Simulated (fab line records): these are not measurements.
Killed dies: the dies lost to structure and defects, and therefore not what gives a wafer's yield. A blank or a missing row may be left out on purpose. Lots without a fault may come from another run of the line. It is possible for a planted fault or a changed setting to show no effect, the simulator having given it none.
Matching of chambers | flow n5_finfet | 4 sister chambers for N5_ZERO_LAYER_ETCH_17 on rie_diel-05
The step etches SiO2 in CF4, target depth 12 nm, time 13.3 s. 4 wafers are shown with their chamber, then 11 later ones without.

== EACH WAFER AND ITS CHAMBER ==
wafer  | chamber | throttle_valve_pct (%)
L083.4 | 2       | 15.41
L084.1 | 0       | 15.89
L084.4 | 3       | 16.11
L088.2 | 1       | 15.37

== WAFERS WITHOUT THEIR CHAMBER ==
wafer  | throttle_valve_pct (%)
L088.4 | 16.12
L088.6 | 15.91
L090.4 | 15.37
L090.5 | 15.46
L090.6 | 15.37
L096.1 | 15.93
L096.2 | 15.39
L096.3 | 15.48
L097.3 | 15.94
L097.4 | 15.93
L097.6 | 15.39

== WHICH CHAMBER EACH ONE RAN IN ==
wafer  | from the rows above     | in truth
L088.4 | 3                       | 3
L088.6 | 0                       | 0
L090.4 | can't be placed: 1 or 2 | 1
L090.5 | can't be placed: 2 or 1 | 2
L090.6 | can't be placed: 1 or 2 | 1
L096.1 | 0                       | 0
L096.2 | can't be placed: 2 or 1 | 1
L096.3 | can't be placed: 2 or 1 | 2
L097.3 | 0                       | 0
L097.4 | 0                       | 0
L097.6 | can't be placed: 2 or 1 | 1
5 of 11 placed correctly. Cannot be placed on the basis of these rows: 6; the candidates contain the true chamber in 6. 0 placed wrongly.
How it was worked out, from the rows above alone: a wafer's distance from a chamber is the root of the sum, over the readings, of the square of ((its reading less the chamber's mean) divided by the reading's scatter). The wafer belongs to the nearest chamber; if the next one is less than 2 further off, it can't be placed. The mean given for a chamber averages the wafers shown for that chamber. The scatter: root of mean squared gap, hidden wafer to nearest shown wafer, with one shown wafer a chamber.
